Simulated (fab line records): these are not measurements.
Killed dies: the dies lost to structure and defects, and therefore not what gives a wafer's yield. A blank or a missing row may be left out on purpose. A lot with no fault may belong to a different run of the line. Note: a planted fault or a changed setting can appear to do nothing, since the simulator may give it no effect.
fab line records | flow n5Finfet
record: lots: 7 | wafers: 21 | lastDay: 17
route steps=1938 shown BEOL_M3@985 BEOL_M4@1111 PASSIVATION@1936
lots with no fault: from the same line, run without faults
startH: the number of hours between the record's first day and the start of the first shown wafer of the lot | waitH: how many hours have passed since the lot's step before this one | " as in the row above | L1.1+2: several wafers, shown together as one row | - no value present, or no start provided | * or withheld: withheld | < > ~ a bound
route shown NAME@n: names a module that has steps shown in the file, with the first one's number in the route | usual: the fault-free wafers' mean and standard deviation | same: alike in all rows | chamber/n: place in a boat | sites: readings site by site | _std_site: standard deviation across them | _edge_site: mean of outer sites minus mean of inner sites | radiusMm: for every site, how far away it sits from the centre of the wafer | mask NAME#n: copy n | behind: the tool/chamber that last shaped the wafer | hold: why the lot was held/for how many hours/how that ended | device: transistor that didn't switch, given as n, p or np | end of line: tests run on the same wafers once the route is complete | a step without rows: its recipe alone | killed: at the first sort, the dies lost to defects and structure; wafer yield is something else | map: a wafer's dies, x killed, . not, _ none there
set.NAME: the setting the step ran with; set.NAME@STEP: the setting that earlier step ran with | model.NAME: the simulator's own value behind a step, which no gauge read
certain route steps with their lots: each step a table, each wafer a row
services: the hour from which a tool's chamber was out of use, counted from the record's first day as startH (under 0 if before that day), plus the number of hours and why
== steps ==
step: N5_BEOL_M3_SRD_40
recipe: timeS: 30 | tempC: 23 | rinseLiquid: diw | dry: ipaMarangoni
step: N5_BEOL_M3_PRECLEAN_42
recipe: chemistry: residueRemover | timeS: 60 | tempC: 40
step: N5_BEOL_M3_SRD_43
recipe: timeS: 30 | tempC: 23 | rinseLiquid: diw | dry: ipaMarangoni
step: N5_BEOL_M3_CD_MEAS_35
recipe: targetCdNm: 18 | targetCdYNm: 21 | polarity: opening
usual: cdNm: 18.1/0.34
lot.wafer | tool     | chamber | startH | waitH | cdNm
L345.3    | cdSem-02 | -       | 164.94 | 0.0   | 17.7
L345.4    | "        | -       | "      | "     | 18.1
L345.6    | "        | -       | "      | "     | 18.0
L350.2    | cdSem-03 | -       | 206.14 | 0.0   | 17.8
L350.4    | "        | -       | "      | "     | 18.2
L350.5    | "        | -       | "      | "     | 18.2
L351.1    | cdSem-03 | -       | 206.71 | 0.0   | 18.5
L351.4    | "        | -       | "      | "     | 18.6
L351.6    | "        | -       | "      | "     | 18.5
L352.3    | cdSem-02 | -       | 206.89 | 0.0   | 18.1
L352.4    | "        | -       | "      | "     | 17.5
L352.5    | "        | -       | "      | "     | 18.0
L355.1    | cdSem-02 | -       | 230.11 | 0.0   | 18.4
L355.2    | "        | -       | "      | "     | 18.4
L355.4    | "        | -       | "      | "     | 18.1
L362.3    | cdSem-01 | -       | 267.75 | 0.0   | 18.3
L362.4    | "        | -       | "      | "     | 17.7
L362.6    | "        | -       | "      | "     | 17.9
L363.3    | cdSem-01 | -       | 275.32 | 0.0   | 18.3
L363.5    | "        | -       | "      | "     | 18.4
L363.6    | "        | -       | "      | "     | 18.0
step: N5_BEOL_M3_DEGAS_44
recipe: ambient: vacuum | tempC: 250 | timeS: 60
step: N5_BEOL_M3_PRE_CLEAN_45
recipe: gas: H2/He | timeS: 30 | tempC: 250
usual: heaterPowerW: 323/39
lot.wafer | tool          | chamber | startH | waitH | heaterPowerW
L345.3    | pvdSputter-01 | -       | 165.14 | 0.0   | 326
L345.4    | "             | -       | "      | "     | 348
L345.6    | "             | -       | "      | "     | 315
L350.2    | pvdSputter-02 | -       | 206.58 | 0.0   | 270
L350.4    | "             | -       | "      | "     | 376
L350.5    | "             | -       | "      | "     | 356
L351.1    | pvdSputter-02 | -       | 206.86 | 0.0   | 349
L351.4    | "             | -       | "      | "     | 289
L351.6    | "             | -       | "      | "     | 385
L352.3    | pvdSputter-03 | -       | 206.97 | 0.0   | 282
L352.4    | "             | -       | "      | "     | 336
L352.5    | "             | -       | "      | "     | 271
L355.1    | pvdSputter-01 | -       | 230.63 | 0.0   | 317
L355.2    | "             | -       | "      | "     | 320
L355.4    | "             | -       | "      | "     | 329
L362.3    | pvdSputter-03 | -       | 268.00 | 0.0   | 348
L362.4    | "             | -       | "      | "     | 390
L362.6    | "             | -       | "      | "     | 280
L363.3    | pvdSputter-01 | -       | 275.60 | 0.0   | 341
L363.5    | "             | -       | "      | "     | 346
L363.6    | "             | -       | "      | "     | 317
step: N5_BEOL_M3_ALD_84
recipe: material: TaN | targetThkA: * | tempC: 275 | aldPrecursorFamily: PDMAT | aldCoReactant: NH3 | pressureTorr: 3 | carrierFlowSccm: 1500 | pulseTimeS: 2 | purgeTimeS: 3 | coReactantPurgeTimeS: 2 | coReactantPulseTimeS: 3 | aldCycles: 30 | precursorVesselTempC: 75 | precursorVesselPressureTorr: 26.25 | precursorVesselCarrierSccm: 1000
usual: chamberPressureTorr: 3.000/0.0063 | heaterPowerOuterW: 219/25 | heaterPowerW: 413/50
same: coReactantPulseTimeS: 3
lot.wafer | tool        | chamber | startH | waitH | chamberPressureTorr | heaterPowerOuterW | heaterPowerW
L345.3    | aldMetal-04 | 3       | 165.20 | 0.0   | 3.004               | 223               | 399
L345.4    | "           | 1       | "      | "     | 2.990               | 234               | 434
L345.6    | "           | 3       | "      | "     | 3.001               | 224               | 393
L350.2    | aldMetal-03 | 1       | 206.64 | 0.0   | 2.999               | 199               | 408
L350.4    | "           | 3       | "      | "     | 3.010               | 224               | 435
L350.5    | "           | 1       | "      | "     | 2.994               | 205               | 410
L351.1    | aldMetal-03 | 2       | 206.92 | 0.0   | 3.000               | 178               | 314
L351.4    | "           | 1       | "      | "     | 3.004               | 206               | 409
L351.6    | "           | 3       | "      | "     | 3.005               | 233               | 453
L352.3    | aldMetal-02 | 0       | 207.03 | 0.0   | 2.991               | 268               | 523
L352.4    | "           | 1       | "      | "     | 2.998               | 195               | 363
L352.5    | "           | 0       | "      | "     | 2.996               | 275               | 504
L355.1    | aldMetal-03 | 0       | 230.73 | 0.1   | 2.994               | 211               | 406
L355.2    | "           | 1       | "      | "     | 3.003               | 206               | 402
L355.4    | "           | 2       | "      | "     | 2.994               | 182               | 305
L362.3    | aldMetal-02 | 0       | 268.06 | 0.0   | 3.019               | 269               | 497
L362.4    | "           | 3       | "      | "     | 2.998               | 223               | 422
L362.6    | "           | 3       | "      | "     | 3.005               | 222               | 414
L363.3    | aldMetal-04 | 3       | 275.66 | 0.0   | 3.013               | 217               | 387
L363.5    | "           | 2       | "      | "     | 3.000               | 200               | 389
L363.6    | "           | 1       | "      | "     | 3.003               | 239               | 442
step: N5_BEOL_M3_SURFACE_TREAT_85
recipe: gas: Ar | timeS: * | ionEnergyEv: * | ionCurrentMaCm2: 0.5 | pressureMtorr: * | arFlowSccm: 30
usual: throttleValvePct: *
lot.wafer | tool          | chamber | startH | waitH | throttleValvePct
L345.3    | pvdSputter-02 | -       | 165.65 | 0.4   | *
L345.4    | "             | -       | "      | "     | *
L345.6    | "             | -       | "      | "     | *
L350.2    | pvdSputter-01 | -       | 206.88 | 0.1   | *
L350.4    | "             | -       | "      | "     | *
L350.5    | "             | -       | "      | "     | *
L352.3    | pvdSputter-01 | -       | 207.38 | 0.2   | *
L352.4    | "             | -       | "      | "     | *
L352.5    | "             | -       | "      | "     | *
L351.1    | pvdSputter-01 | -       | 207.42 | 0.4   | *
L351.4    | "             | -       | "      | "     | *
L351.6    | "             | -       | "      | "     | *
L355.1    | pvdSputter-01 | -       | 231.19 | 0.4   | *
L355.2    | "             | -       | "      | "     | *
L355.4    | "             | -       | "      | "     | *
L362.3    | pvdSputter-01 | -       | 268.32 | 0.2   | *
L362.4    | "             | -       | "      | "     | *
L362.6    | "             | -       | "      | "     | *
L363.3    | pvdSputter-01 | -       | 276.14 | 0.4   | *
L363.5    | "             | -       | "      | "     | *
L363.6    | "             | -       | "      | "     | *
step: N5_BEOL_M3_CVD_47
recipe: material: Co | targetThkA: 30 | tempC: withheld | precursor: CCTBA/H2 | pressureTorr: 30 | timeS: 223.8
step: N5_BEOL_M3_SPUTTER_48
recipe: material: Cu | targetThkA: 45 | tempC: -20 | chamberPressurePa: 0.07 | powerW: withheld | timeS: 8.29
step: N5_BEOL_M3_ANNEAL_49
recipe: tempC: 400 | timeS: 240 | ambient: vacuum
step: N5_BEOL_M3_SPUTTER_79
recipe: material: Cu | targetThkA: 45 | tempC: -20 | chamberPressurePa: 0.07 | powerW: withheld | timeS: 8.29
usual: chuckSensorTempC: -16.0/0.5 | throttleValvePct: 30.1/0.65
lot.wafer | tool          | chamber | startH | waitH | chuckSensorTempC | throttleValvePct
L345.3    | pvdSputter-03 | -       | 166.59 | 0.1   | -16.8            | 31.0
L345.4    | "             | -       | "      | "     | -15.4            | 29.9
L345.6    | "             | -       | "      | "     | -16.7            | 30.8
L350.2    | pvdSputter-02 | -       | 207.40 | 0.1   | -16.4            | 29.7
L350.4    | "             | -       | "      | "     | -16.2            | 30.8
L350.5    | "             | -       | "      | "     | -15.5            | 30.3
L352.3    | pvdSputter-01 | -       | 207.84 | 0.1   | -16.4            | 30.0
L352.4    | "             | -       | "      | "     | -16.3            | 30.9
L352.5    | "             | -       | "      | "     | -16.3            | 30.4
L351.1    | pvdSputter-02 | -       | 209.24 | 0.1   | -16.3            | 29.2
L351.4    | "             | -       | "      | "     | -15.7            | 30.2
L351.6    | "             | -       | "      | "     | -16.2            | 30.7
L355.1    | pvdSputter-01 | -       | 231.65 | 0.1   | -16.3            | 29.2
L355.2    | "             | -       | "      | "     | -16.4            | 30.2
L355.4    | "             | -       | "      | "     | -15.6            | 30.5
L362.3    | pvdSputter-01 | -       | 268.78 | 0.1   | -16.3            | 30.4
L362.4    | "             | -       | "      | "     | -16.3            | 29.4
L362.6    | "             | -       | "      | "     | -16.3            | 29.6
L363.3    | pvdSputter-01 | -       | 276.82 | 0.1   | -15.6            | 30.5
L363.5    | "             | -       | "      | "     | -16.4            | 29.9
L363.6    | "             | -       | "      | "     | -15.8            | 30.6
step: N5_BEOL_M3_ANNEAL_80
recipe: tempC: 400 | timeS: 240 | ambient: vacuum
usual: heaterPowerW: 804/95 | susceptorTempC: 400.02/0.22
lot.wafer | tool          | chamber | startH | waitH | heaterPowerW | susceptorTempC
L345.3    | pvdSputter-03 | -       | 166.67 | 0.0   | 693          | 399.87
L345.4    | "             | -       | "      | "     | 679          | 400.01
L345.6    | "             | -       | "      | "     | 691          | 399.88
L350.2    | pvdSputter-02 | -       | 207.48 | 0.0   | -            | -
L350.4    | "             | -       | "      | "     | -            | -
L350.5    | "             | -       | "      | "     | -            | -
L352.3    | pvdSputter-01 | -       | 207.92 | 0.0   | -            | -
L352.4    | "             | -       | "      | "     | -            | -
L352.5    | "             | -       | "      | "     | -            | -
L351.1    | pvdSputter-02 | -       | 209.32 | 0.0   | -            | -
L351.4    | "             | -       | "      | "     | -            | -
L351.6    | "             | -       | "      | "     | -            | -
L355.1    | pvdSputter-01 | -       | 231.73 | 0.0   | 809          | 400.11
L355.2    | "             | -       | "      | "     | 871          | 400.35
L355.4    | "             | -       | "      | "     | 788          | 400.08
L362.3    | pvdSputter-01 | -       | 268.86 | 0.0   | 786          | 400.36
L362.4    | "             | -       | "      | "     | 833          | 400.08
L362.6    | "             | -       | "      | "     | 833          | 400.22
L363.3    | pvdSputter-01 | -       | 276.90 | 0.0   | 808          | 399.83
L363.5    | "             | -       | "      | "     | 861          | 400.06
L363.6    | "             | -       | "      | "     | 810          | 400.00
step: N5_BEOL_M3_SPUTTER_81
recipe: material: Cu | targetThkA: 45 | tempC: -20 | chamberPressurePa: 0.07 | powerW: withheld | timeS: 8.29
usual: chuckSensorTempC: -16.0/0.51 | throttleValvePct: 30.1/0.63
lot.wafer | tool          | chamber | startH | waitH | chuckSensorTempC | throttleValvePct
L345.3    | pvdSputter-03 | -       | 166.81 | 0.1   | -16.8            | 30.8
L345.4    | "             | -       | "      | "     | -15.5            | 29.9
L345.6    | "             | -       | "      | "     | -16.7            | 30.9
L350.2    | pvdSputter-02 | -       | 207.62 | 0.1   | -16.7            | 30.2
L350.4    | "             | -       | "      | "     | -16.3            | 30.8
L350.5    | "             | -       | "      | "     | -15.5            | 29.8
L352.3    | pvdSputter-01 | -       | 208.06 | 0.1   | -16.4            | 29.9
L352.4    | "             | -       | "      | "     | -16.2            | 30.6
L352.5    | "             | -       | "      | "     | -16.2            | 30.6
L351.1    | pvdSputter-02 | -       | 209.46 | 0.1   | -16.4            | 29.3
L351.4    | "             | -       | "      | "     | -15.4            | 30.2
L351.6    | "             | -       | "      | "     | -16.1            | 30.9
L355.1    | pvdSputter-01 | -       | 231.87 | 0.1   | -16.3            | 29.3
L355.2    | "             | -       | "      | "     | -16.5            | 30.0
L355.4    | "             | -       | "      | "     | -15.7            | 30.6
L362.3    | pvdSputter-01 | -       | 269.00 | 0.1   | -16.3            | 30.4
L362.4    | "             | -       | "      | "     | -16.4            | 29.2
L362.6    | "             | -       | "      | "     | -16.4            | 29.3
L363.3    | pvdSputter-01 | -       | 277.04 | 0.1   | -15.8            | 30.8
L363.5    | "             | -       | "      | "     | -16.3            | 29.9
L363.6    | "             | -       | "      | "     | -15.6            | 30.6
step: N5_BEOL_M4_RC_MEAS_101
usual: DIBL_N: 36.5/1.7 | DIBL_P: 36.3/2.1 | IOFF_N: 0.16/0.036 | IOFF_P: 0.21/0.037 | ION_N: 676/12 | ION_P: 462/7.6 | SS_N: 71.5/0.68 | SS_P: 73.3/0.63 | VT_N: 249/3.5 | VT_P: -250/3.5
lot.wafer | tool      | chamber | startH | waitH | DIBL_N[mV/V] | DIBL_P[mV/V] | IOFF_N[nA/um] | IOFF_P[nA/um] | ION_N[uA/um] | ION_P[uA/um] | SS_N[mV/dec] | SS_P[mV/dec] | VT_N[mV] | VT_P[mV]
L345.3    | prober-02 | 0       | 179.26 | 0.3   | 36.5         | 37.7         | 0.16          | 0.18          | 678          | 451          | 71.6         | 73.4         | 252      | -253
L345.4    | "         | 0       | "      | "     | 39.6         | 40.6         | 0.20          | 0.22          | 686          | 463          | 72.3         | 74.4         | 246      | -253
L345.6    | "         | 0       | "      | "     | 38.2         | 39.9         | 0.20          | 0.21          | 687          | 460          | 72.0         | 74.4         | 248      | -253
L350.2    | prober-01 | 0       | 219.90 | 0.2   | 36.2         | 36.0         | 0.16          | 0.21          | 663          | 460          | 72.8         | 72.9         | 251      | -248
L350.4    | "         | 0       | "      | "     | 37.3         | 38.8         | 0.18          | 0.26          | 674          | 468          | 72.2         | 73.1         | 248      | -244
L350.5    | "         | 0       | "      | "     | 34.9         | 36.4         | 0.14          | 0.21          | 670          | 461          | 72.1         | 72.9         | 253      | -246
L352.3    | prober-02 | 0       | 222.25 | 0.3   | 34.9         | 33.8         | 0.13          | 0.15          | 663          | 450          | 71.4         | 72.9         | 250      | -258
L352.4    | "         | 0       | "      | "     | 33.9         | 32.3         | 0.11          | 0.13          | 671          | 449          | 71.1         | 72.4         | 254      | -258
L352.5    | "         | 0       | "      | "     | 34.0         | 32.0         | 0.12          | 0.13          | 662          | 446          | 72.3         | 72.3         | 256      | -259
L351.1    | prober-01 | 0       | 227.97 | 0.0   | 39.5         | 40.1         | 0.23          | 0.31          | 695          | 473          | 72.4         | 75.2         | 244      | -246
L351.4    | "         | 0       | "      | "     | 35.8         | 35.5         | 0.17          | 0.22          | 682          | 466          | 71.2         | 73.4         | 246      | -248
L351.6    | "         | 0       | "      | "     | 34.7         | 34.3         | 0.14          | 0.20          | 675          | 463          | 70.9         | 73.0         | 249      | -251
L355.1    | prober-01 | 0       | 251.03 | 0.0   | 35.1         | 36.1         | 0.13          | 0.18          | 668          | 453          | 71.6         | 72.9         | 251      | -251
L355.2    | "         | 0       | "      | "     | 39.8         | 40.8         | 0.22          | 0.24          | 691          | 465          | 72.5         | 74.3         | 246      | -251
L355.4    | "         | 0       | "      | "     | 36.1         | 37.5         | 0.16          | 0.19          | 678          | 464          | 71.4         | 73.5         | 250      | -252
L362.3    | prober-01 | 0       | 284.71 | 0.5   | 36.2         | 35.5         | 0.14          | 0.17          | 675          | 454          | 71.0         | 73.0         | 253      | -256
L362.4    | "         | 0       | "      | "     | 38.5         | 38.5         | 0.17          | 0.21          | 672          | 457          | 72.2         | 73.7         | 250      | -253
L362.6    | "         | 0       | "      | "     | 38.8         | 38.3         | 0.19          | 0.20          | 680          | 457          | 72.1         | 74.6         | 249      | -255
L363.3    | prober-02 | 0       | 289.36 | 0.3   | 37.2         | 38.4         | 0.17          | 0.23          | 685          | 472          | 71.2         | 73.4         | 249      | -250
L363.5    | "         | 0       | "      | "     | 39.6         | 40.0         | 0.21          | 0.26          | 688          | 466          | 71.6         | 74.5         | 246      | -250
L363.6    | "         | 0       | "      | "     | 35.2         | 35.2         | 0.12          | 0.18          | 668          | 465          | 71.9         | 73.1         | 255      | -251
step: N5_PASSIVATION_PROBE_49
usual: defectLimitedYield: 91.4/1.5 | killed_at_M0_to_M3: 34/12 | killed_at_M4_up: 12/4.9 | killedAtContacts: 13/7.2 | killedAtFrontEnd: 39/12 | killedAtOther: 3.7/2.9 | killedDies: 101/18 | killedOpen: 67/14 | killedShort: 33/7.2 | sort_bin_5_function: 5.1/0.97 | sort_bin_6_memory: 3.2/0.67 | sortNPass: 1079/17 | sortYieldPct: 91.4/1.5
same: grossDies: 1180 | killedAtBackSide: 0 | sort_bin_4_leakage[%]: 0 | sort_bin_8_speed[%]: 0
lot.wafer | tool      | chamber | startH | waitH | defectLimitedYield[%] | killed_at_M0_to_M3 | killed_at_M4_up | killedAtContacts | killedAtFrontEnd | killedAtOther | killedDies | killedOpen | killedShort | sort_bin_5_function[%] | sort_bin_6_memory[%] | sortNPass | sortYieldPct[%]
L352.3    | prober-01 | -       | 326.68 | 0.1   | 90.8                  | 46                 | 9               | 13               | 40               | 1             | 109        | 89         | 20          | 4.9                    | 4.1                  | 1071      | 90.8
L352.4    | prober-01 | -       | 326.73 | 0.2   | 88.6                  | 64                 | 19              | 6                | 37               | 8             | 134        | 96         | 36          | 6.7                    | 4.4                  | 1046      | 88.6
L352.5    | prober-01 | -       | 326.78 | 0.2   | 89.0                  | 71                 | 6               | 10               | 38               | 5             | 130        | 92         | 38          | 6.9                    | 3.6                  | 1050      | 89.0
L351.1    | prober-02 | -       | 329.08 | 0.0   | 92.8                  | 31                 | 11              | 7                | 33               | 3             | 85         | 63         | 21          | 3.8                    | 3.3                  | 1095      | 92.8
L351.4    | prober-02 | -       | 329.23 | 0.2   | 91.6                  | 24                 | 8               | 13               | 51               | 3             | 99         | 69         | 28          | 5.4                    | 2.7                  | 1081      | 91.6
L351.6    | prober-02 | -       | 329.33 | 0.3   | 89.4                  | 56                 | 10              | 15               | 41               | 3             | 125        | 86         | 38          | 6.9                    | 3.3                  | 1055      | 89.4
L355.1    | prober-01 | -       | 356.86 | 0.0   | 91.3                  | 19                 | 7               | 14               | 51               | 12            | 103        | 60         | 42          | 4.7                    | 3.3                  | 1077      | 91.3
L355.2    | prober-01 | -       | 356.91 | 0.1   | 91.7                  | 45                 | 13              | 12               | 26               | 2             | 98         | 67         | 30          | 5.5                    | 2.5                  | 1082      | 91.7
L355.4    | prober-01 | -       | 357.01 | 0.2   | 92.7                  | 30                 | 7               | 11               | 35               | 3             | 86         | 58         | 27          | 4.3                    | 2.8                  | 1094      | 92.7
L363.3    | prober-01 | -       | 393.26 | 0.1   | 93.7                  | 25                 | 12              | 11               | 25               | 1             | 74         | 44         | 26          | 3.8                    | 2.4                  | 1106      | 93.7
L363.5    | prober-01 | -       | 393.36 | 0.2   | 90.8                  | 31                 | 15              | 6                | 51               | 5             | 108        | 72         | 36          | 5.4                    | 3.6                  | 1072      | 90.8
L363.6    | prober-01 | -       | 393.41 | 0.3   | 93.4                  | 29                 | 8               | 7                | 29               | 5             | 78         | 49         | 27          | 3.8                    | 2.7                  | 1102      | 93.4
L362.3    | prober-01 | -       | 399.50 | 0.1   | 92.6                  | 41                 | 15              | 3                | 26               | 2             | 87         | 55         | 28          | 4.6                    | 2.6                  | 1093      | 92.6
L362.4    | prober-01 | -       | 399.55 | 0.2   | 94.3                  | 27                 | 13              | 3                | 17               | 7             | 67         | 50         | 15          | 3.7                    | 1.9                  | 1113      | 94.3
L362.6    | prober-01 | -       | 399.65 | 0.3   | 90.9                  | 44                 | 21              | 8                | 27               | 7             | 107        | 63         | 38          | 5.2                    | 3.6                  | 1073      | 90.9
killed by level:class
L352.3 BEOL_M3:geometricParticle:open=17 FIN_SAQP:geometricParticle:open=13 MOL_CONTACT_COAG:geometricParticle:open=12 STI_FIN_REVEAL:geometricParticle:open=11 BEOL_M0:geometricParticle:open=10 BEOL_M0_SAQP:geometricParticle:open=7 FIN_SAQP:geometricParticle:short=6 STARTING-WAFER:geometricParticle:open=3
L352.4 BEOL_M0_SAQP:geometricParticle:open=13 BEOL_M1:geometricParticle:open=11 STI_FIN_REVEAL:geometricParticle:open=10 BEOL_M0_SAQP:geometricParticle:short=10 BEOL_M0:geometricParticle:open=9 BEOL_M3:geometricParticle:open=8 BEOL_M4:geometricParticle:open=8 FIN_SAQP:geometricParticle:open=5
L352.5 BEOL_M3:geometricParticle:open=25 FIN_SAQP:geometricParticle:short=12 BEOL_M1:geometricParticle:open=11 FIN_SAQP:geometricParticle:open=10 BEOL_M0_SAQP:geometricParticle:open=9 STI_FIN_REVEAL:geometricParticle:open=8 MOL_CONTACT_COAG:geometricParticle:open=8 BEOL_M0_SAQP:geometricParticle:short=7
L351.1 BEOL_M2:geometricParticle:open=10 FIN_SAQP:geometricParticle:open=8 MOL_CONTACT_COAG:geometricParticle:open=7 STI_FIN_REVEAL:geometricParticle:open=5 BEOL_M0_SAQP:geometricParticle:open=5 DUMMY_GATE:geometricParticle:open=4 BEOL_M0_SAQP:geometricParticle:short=4 BEOL_M4:geometricParticle:open=4
L351.4 MOL_CONTACT_COAG:geometricParticle:open=12 FIN_SAQP:geometricParticle:open=11 BEOL_M2:geometricParticle:open=10 FIN_SAQP:geometricParticle:short=9 DUMMY_GATE:geometricParticle:open=7 STI_FIN_REVEAL:geometricParticle:open=6 STARTING-WAFER:geometricParticle:short=5 BEOL_M3:geometricParticle:open=4
L351.6 BEOL_M2:geometricParticle:open=21 MOL_CONTACT_COAG:geometricParticle:open=13 BEOL_M2:geometricParticle:short=9 GATE_CUT:geometricParticle:open=7 BEOL_M0_SAQP:geometricParticle:short=7 FIN_SAQP:geometricParticle:open=6 FIN_SAQP:geometricParticle:short=5 DUMMY_GATE:geometricParticle:open=5
L355.1 FIN_SAQP:geometricParticle:open=18 GATE_CUT:geometricParticle:short=10 MOL_CONTACT_COAG:geometricParticle:open=10 FIN_SAQP:geometricParticle:short=7 GATE_CUT:geometricParticle:open=6 BEOL_M0_SAQP:geometricParticle:short=5 MIM_TOP:geometricParticle:open=5 MOL_CONTACT_COAG:geometricParticle:short=4
L355.2 BEOL_M0_SAQP:geometricParticle:short=16 MOL_CONTACT_COAG:geometricParticle:open=12 BEOL_M0_SAQP:geometricParticle:open=10 BEOL_M3:geometricParticle:open=5 GATE_CUT:geometricParticle:open=5 BEOL_M5:geometricParticle:open=5 STI_FIN_REVEAL:geometricParticle:open=4 BEOL_M2:geometricParticle:open=4
L355.4 FIN_SAQP:geometricParticle:open=16 FIN_SAQP:geometricParticle:short=7 MOL_CONTACT_COAG:geometricParticle:open=7 BEOL_M0_SAQP:geometricParticle:short=7 BEOL_M1:geometricParticle:open=6 BEOL_M0_SAQP:geometricParticle:open=6 BEOL_M3:geometricParticle:open=6 MOL_CONTACT_COAG:geometricParticle:short=4
L363.3 MOL_CONTACT_COAG:geometricParticle:open=9 BEOL_M1:geometricParticle:open=6 BEOL_M0_SAQP:geometricParticle:open=5 BEOL_M4:geometricParticle:open=5 STI_FIN_REVEAL:geometricParticle:open=4 ILD0:geometricParticle:short=4 GATE_CUT:geometricParticle:short=4 BEOL_M0_SAQP:geometricParticle:short=4
L363.5 BEOL_M3:geometricParticle:open=11 BEOL_M4:geometricParticle:open=10 FIN_SAQP:geometricParticle:short=9 STI_FIN_REVEAL:geometricParticle:open=8 FIN_SAQP:geometricParticle:open=6 STARTING-WAFER:geometricParticle:open=5 ILD0:geometricParticle:short=4 MOL_CONTACT_COAG:geometricParticle:open=4
L363.6 BEOL_M1:geometricParticle:open=9 MOL_CONTACT_COAG:geometricParticle:open=7 BEOL_M2:geometricParticle:open=6 FIN_SAQP:geometricParticle:open=5 STI_FIN_REVEAL:geometricParticle:open=5 BEOL_M1:geometricParticle:short=5 FIN_SAQP:geometricParticle:short=3 ILD0:geometricParticle:short=3
L362.3 BEOL_M2:geometricParticle:open=12 DUMMY_GATE:geometricParticle:open=8 BEOL_M0_SAQP:geometricParticle:short=8 BEOL_M8:geometricParticle:open=6 BEOL_M0_SAQP:geometricParticle:open=5 BEOL_M0:geometricParticle:open=5 BEOL_M1:geometricParticle:open=5 STI_FIN_REVEAL:geometricParticle:open=3
L362.4 BEOL_M0:geometricParticle:open=9 BEOL_M1:geometricParticle:open=5 BEOL_M3:geometricParticle:open=5 BEOL_M4:geometricParticle:open=5 FIN_SAQP:geometricParticle:open=4 DUMMY_GATE:geometricParticle:open=3 MOL_CONTACT_COAG:geometricParticle:open=3 BEOL_M0_SAQP:geometricParticle:open=3
L362.6 BEOL_M0_SAQP:geometricParticle:short=10 BEOL_M4:geometricParticle:open=10 BEOL_M0_SAQP:geometricParticle:open=9 BEOL_M0:geometricParticle:open=7 MOL_CONTACT_COAG:geometricParticle:open=6 DUMMY_GATE:geometricParticle:short=5 DUMMY_GATE:geometricParticle:open=5 BEOL_M0:geometricParticle:short=5
== services ==
tool          | chamber | startH | hours | kind
aldMetal-04   | 1       | 148.48 | 2.5   | repair
pvdSputter-01 | -       | 151.43 | 3.4   | repair
aldMetal-04   | -       | 242.66 | 2.8   | pm
== key ==
firstSign: step: N5_BEOL_M3_ANNEAL_80 | reading: toolRecord | direction: missing
effect none on later readings
metAt N5_BEOL_M3_ANNEAL_80
struckWafers L350.2,L350.4,L350.5,L351.1,L351.4,L351.6,L352.3,L352.4,L352.5
fault: kind: skippedStepWhole | tool: pvdSputter-01,pvdSputter-02 | chamber: - | onsetH: 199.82 | steps: N5_BEOL_M3_ANNEAL_80 | scope: struckLotsOnly
